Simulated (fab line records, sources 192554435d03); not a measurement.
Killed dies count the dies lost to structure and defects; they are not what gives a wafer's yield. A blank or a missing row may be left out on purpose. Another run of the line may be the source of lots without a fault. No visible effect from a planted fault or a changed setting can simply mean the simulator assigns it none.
Chamber matching | flow n5 finfet | N5_HKMG_FIN_ETCH_67 on rie diel-03: 4 sister chambers
The step etches SOC in N2/H2, stops on TiN, target depth 388.9 nm. 7 wafers are shown with their chamber, then 7 later ones without.

== WAFERS, EACH WITH ITS CHAMBER ==
wafer  | chamber | drypump motor current A (A) | throttle valve pct (%)
L076.3 | 0       | 6.3                         | 17.89
L084.4 | 1       | 6.4                         | 17.70
L087.1 | 3       | 5.9                         | 17.65
L087.4 | 2       | 5.5                         | 17.81
L087.5 | 3       | 5.9                         | 17.66
L089.4 | 1       | 6.3                         | 17.70
L089.5 | 2       | 5.5                         | 17.82

== WAFERS WITH NO CHAMBER GIVEN ==
wafer  | drypump motor current A (A) | throttle valve pct (%)
L089.6 | 6.4                         | 17.70
L091.1 | 6.3                         | 17.71
L091.3 | 6.3                         | 17.95
L091.5 | 6.3                         | 17.94
L093.1 | 6.0                         | 17.67
L093.4 | 6.3                         | 17.97
L093.5 | 6.3                         | 17.97

== CHAMBER TAKEN BY EACH ==
wafer  | from the rows above | in truth
L089.6 | 1                   | 1
L091.1 | 1                   | 1
L091.3 | 0                   | 0
L091.5 | 0                   | 0
L093.1 | 3                   | 3
L093.4 | 0                   | 0
L093.5 | 0                   | 0
7 of 7 placed correctly. Can't be placed from these rows: 0. 0 placed wrongly.
How it was worked out, from the rows above alone: a wafer's distance from a chamber is the root of the sum, over the readings, of the square of ((its reading less the chamber's mean) divided by the reading's scatter). If the next closest chamber is less than 2 further off than the closest, the wafer can't be placed; otherwise it belongs to the closest. The mean given for a chamber averages the wafers shown for that chamber. How the scatter is found: for the shown wafers, subtract from each reading the mean of its chamber, square and add these, divide the total by (wafers less chambers), then take the root.
